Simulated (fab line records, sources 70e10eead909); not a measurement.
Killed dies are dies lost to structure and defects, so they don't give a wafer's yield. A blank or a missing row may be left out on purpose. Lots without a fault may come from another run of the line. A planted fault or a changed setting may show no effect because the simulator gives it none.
Chamber matching | flow nand_harc | NHARC_A_STAIRCASE_ALD_415 on ald_hk-03: 4 sister chambers
The step deposits SiO2, target thk 30 nm, pulse time 6 s, ald cycles 300. 20 wafers are shown with their chamber, then 10 later ones without.

WAFERS WITH THEIR CHAMBER
wafer  | chamber | heater_power_w (W) | precursor_pulse_height_rel
L075.1 | 0       | 426                | 0.992
L075.3 | 2       | 486                | 0.998
L075.6 | 3       | 488                | 0.989
L076.2 | 0       | 435                | 1.036
L076.3 | 2       | 476                | 1.010
L076.4 | 3       | 490                | 0.980
L077.3 | 2       | 482                | 1.003
L077.5 | 1       | 467                | 0.980
L077.6 | 2       | 477                | 1.019
L079.4 | 0       | 421                | 1.001
L079.5 | 0       | 428                | 1.022
L079.6 | 3       | 507                | 0.976
L081.2 | 2       | 497                | 0.992
L081.5 | 3       | 497                | 0.987
L081.6 | 2       | 483                | 1.000
L083.1 | 0       | 421                | 1.013
L083.3 | 3       | 494                | 1.021
L083.5 | 3       | 502                | 1.002
L085.1 | 0       | 460                | 0.994
L085.3 | 2       | 446                | 0.976

SIGNATURES (means of the wafers above)
reading                    | chamber 0 | chamber 1 | chamber 2 | chamber 3 | scatter within a chamber
heater_power_w             | 431.83    | 467.00    | 478.14    | 496.33    | 13.3
precursor_pulse_height_rel | 1.00967   | 0.98000   | 0.99971   | 0.99250   | 0.0158
Rule: a wafer's distance from a chamber is the root of the sum, over the readings, of the square of ((its reading less the chamber's mean) divided by the reading's scatter). The wafer belongs to the nearest chamber; if the next one is less than 2 further off, it can't be placed. The scatter: the root of (the sum of the squares of (reading less its chamber's mean) over the shown wafers, divided by (wafers less chambers)).

WAFERS WITHOUT THEIR CHAMBER
wafer  | heater_power_w (W) | precursor_pulse_height_rel
L085.5 | 463                | 1.011
L089.3 | 453                | 1.037
L089.4 | 458                | 0.975
L089.5 | 459                | 1.014
L091.1 | 468                | 1.030
L091.3 | 463                | 1.010
L091.6 | 444                | 1.024
L095.4 | 456                | 0.991
L095.5 | 459                | 1.001
L095.6 | 536                | 0.953

WHICH CHAMBER EACH WENT THROUGH
wafer  | from the rows above               | in truth
L085.5 | can't be placed: 2 or 1 or 0 or 3 | 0
L089.3 | can't be placed: 0 or 2 or 1 or 3 | 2
L089.4 | can't be placed: 1 or 2           | 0
L089.5 | can't be placed: 2 or 0 or 1 or 3 | 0
L091.1 | can't be placed: 2 or 0 or 1 or 3 | 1
L091.3 | can't be placed: 2 or 1 or 0 or 3 | 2
L091.6 | can't be placed: 0 or 2 or 1      | 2
L095.4 | can't be placed: 1 or 2 or 0 or 3 | 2
L095.5 | can't be placed: 2 or 1 or 0 or 3 | 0
L095.6 | can't be placed: 3 or 2 or 1      | 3
Placed correctly: 0 of 10. Can't be placed from these rows: 10 (the true chamber is among the candidates in 9). Placed wrongly: 0.
